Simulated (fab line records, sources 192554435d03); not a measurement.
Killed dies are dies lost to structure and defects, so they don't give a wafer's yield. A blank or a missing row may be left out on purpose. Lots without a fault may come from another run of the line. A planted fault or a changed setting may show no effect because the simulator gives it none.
Which tool did it? | flow n5_finfet | 7 lots, 21 wafers sampled, at 6 steps of a route of 1938

WHAT THE GAUGES READ, wafer by wafer
N5_BEOL_M3_OCD_MEAS_38.
lot  | measured     | on     | trench_depth_nm (nm)
L815 | day 7 06:53  | ocd-01 | 55.3 55.3 55.1
L820 | day 8 14:27  | ocd-01 | 57.3 55.2 56.4
L829 | day 10 20:23 | ocd-02 | - - -
L830 | day 11 03:06 | ocd-01 | 57.7 55.0 54.5
L831 | day 11 23:04 | ocd-02 | - - -
L832 | day 11 23:51 | ocd-02 | - - -
L837 | day 13 18:01 | ocd-02 | 55.1 54.2 55.6

WHICH TOOL RAN EACH LOT (tool, then ch and the chambers of the sampled wafers, then the start)
lot  | N5_BEOL_M3_HM_DEP_02         | N5_BEOL_M3_ETCH_64                 | N5_BEOL_M3_ETCH_69                 | N5_BEOL_M3_ETCHBACK_99             | N5_BEOL_M3_TRENCH_ETCH_37
L815 | pvd_sputter-01, day 7 04:13  | rie_diel-02 ch 0,1,3, day 7 04:48  | rie_diel-03 ch 2,3, day 7 05:39    | rie_diel-04 ch 0,3, day 7 06:29    | rie_diel-04 ch 0,3, day 7 06:53 or earlier
L820 | pvd_sputter-01, day 8 12:20  | rie_diel-03 ch 0,2,3, day 8 13:01  | rie_diel-02 ch 0,1,2, day 8 13:52  | rie_diel-02 ch 1,2, day 8 14:04    | rie_diel-02 ch 1,2, day 8 14:27 or earlier
L829 | pvd_sputter-01, day 10 17:44 | rie_diel-04 ch 1,2,3, day 10 18:28 | rie_diel-03 ch 0,1,3, day 10 19:22 | rie_diel-03 ch 0,1, day 10 20:00   | rie_diel-03 ch 0,1, day 10 20:23 or earlier
L830 | pvd_sputter-03, day 10 23:40 | rie_diel-04 ch 0,1,2, day 11 00:16 | rie_diel-02 ch 0,2,3, day 11 01:10 | rie_diel-03 ch 0,1,2, day 11 02:43 | rie_diel-03 ch 0,1,2, day 11 03:06 or earlier
L831 | pvd_sputter-01, day 11 20:14 | rie_diel-04 ch 1,2, day 11 21:13   | rie_diel-02 ch 2,3, day 11 22:25   | rie_diel-04 ch 0,1,2, day 11 22:41 | rie_diel-04 ch 0,1,2, day 11 23:04 or earlier
L832 | pvd_sputter-01, day 11 21:01 | rie_diel-02 ch 0,1,3, day 11 21:46 | rie_diel-04 ch 0,1,2, day 11 23:05 | rie_diel-02 ch 1,2,3, day 11 23:28 | rie_diel-02 ch 1,2,3, day 11 23:51 or earlier
L837 | pvd_sputter-02, day 13 15:14 | rie_diel-04 ch 1,2, day 13 15:50   | rie_diel-02 ch 1,3, day 13 16:40   | rie_diel-04 ch 0,1,2, day 13 17:38 | rie_diel-04 ch 0,1,2, day 13 18:01 or earlier
- N5_BEOL_M3_HM_DEP_02: deposits TiN, target thk 20 nm.
- N5_BEOL_M3_ETCH_64: etches SOC in N2/H2, target depth 75 nm, overetch 15 nm, time 112.5 s.
- N5_BEOL_M3_ETCH_69: etches SiARC in CF4, target depth 15.6 nm, time 26 s.
- N5_BEOL_M3_ETCHBACK_99: etches SiO2 in CHF3, target depth 5 nm, time 10.4 s.
- N5_BEOL_M3_TRENCH_ETCH_37: etches SiOC in C4F6/O2, target depth 55.555 nm, time 29.2 s.

THE ANSWER, worked out from the rows above alone
Rule: what is usual is taken from the lots themselves. Put in order of their means at a reading, lots are off if they are a third of the lots or fewer, leave a main group of 4 or more, and stand apart from it by a gap of 3 or more times the standard deviation of the main group's means; of several such gaps the widest counts. A main group whose means are all the same, to the digits that the tables above print for the reading, isn't used. A lot without any number at a reading at which 4 lots or more have one is off too. The other lots that the step has rows for count as sound.
Off: L829, L831, L832, at N5_BEOL_M3_OCD_MEAS_38 (trench_depth_nm). Without a number there: L829, L831, L832. The main group: mean 55.6 nm, standard deviation 0.51.
A tool fits if, at a process step before that reading, it ran every lot that is off, and no sound lot after the first of them. The gauges at N5_BEOL_M3_OCD_MEAS_38 are tried like those tools. N5_BEOL_M3_TRENCH_ETCH_37 gives no start for some lots, so the hours and the order of its lots are those of N5_BEOL_M3_OCD_MEAS_38. One fits: pvd_sputter-01 at N5_BEOL_M3_HM_DEP_02. Its last sound lot is L820 (day 8 12:20), its first lot that is off L829 (day 10 17:44): a fault that began between those two fits.

WHAT THE SIMULATOR HAD PUT IN
Process parameter drift: pvd_sputter-01, from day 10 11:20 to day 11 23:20, at N5_BEOL_M3_HM_DEP_02. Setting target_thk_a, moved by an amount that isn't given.
Lots struck among those shown: L829, L831, L832. The rule above found the same.
